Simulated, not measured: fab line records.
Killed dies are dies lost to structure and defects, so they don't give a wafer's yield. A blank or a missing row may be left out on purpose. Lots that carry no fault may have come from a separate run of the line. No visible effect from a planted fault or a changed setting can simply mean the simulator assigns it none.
Chamber matching | flow n5Finfet | N5_GATE_CUT_STRIP_42 on rieDiel-06: 4 sister chambers
The step strips in O2. 8 wafers are shown with their chamber, then 7 later ones without.

## WAFERS PAIRED WITH THEIR CHAMBERS
wafer  | chamber | showerheadPlenumPTorr (Torr) | drypumpMotorCurrentA (A)
L075.6 | 1       | 2.08                         | 6.6
L076.3 | 2       | 2.18                         | 5.6
L076.6 | 0       | 2.03                         | 5.2
L081.1 | 1       | 2.08                         | 6.5
L081.3 | 3       | 2.19                         | 5.6
L081.6 | 0       | 2.03                         | 5.1
L082.2 | 3       | 2.19                         | 5.6
L082.4 | 2       | 2.17                         | 5.6

## WAFERS WHOSE CHAMBER IS MISSING
wafer  | showerheadPlenumPTorr (Torr) | drypumpMotorCurrentA (A)
L082.5 | 2.03                         | 5.2
L091.1 | 2.18                         | 5.6
L091.2 | 2.07                         | 6.5
L091.4 | 2.17                         | 5.6
L095.1 | 2.02                         | 5.2
L095.3 | 2.18                         | 5.6
L095.5 | 2.02                         | 5.2

## WHICH CHAMBER EACH WENT THROUGH
wafer  | from the rows above     | in truth
L082.5 | 0                       | 0
L091.1 | can't be placed: 2 or 3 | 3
L091.2 | 1                       | 1
L091.4 | 2                       | 2
L095.1 | 0                       | 0
L095.3 | can't be placed: 2 or 3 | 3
L095.5 | 0                       | 0
Correctly placed: 5 of 7. From these rows, 2 cannot be placed; in 2 the true chamber is one of the candidates. Number placed wrongly: 0.
How it was worked out, from the rows above alone: a wafer's distance from a chamber is the root of the sum, over the readings, of the square of ((its reading less the chamber's mean) divided by the reading's scatter). The wafer belongs to the nearest chamber; if the next one is less than 2 further off, it can't be placed. The mean given for a chamber averages the wafers shown for that chamber. The scatter: the root of (the sum of the squares of (reading less its chamber's mean) over the shown wafers, divided by (wafers less chambers)).
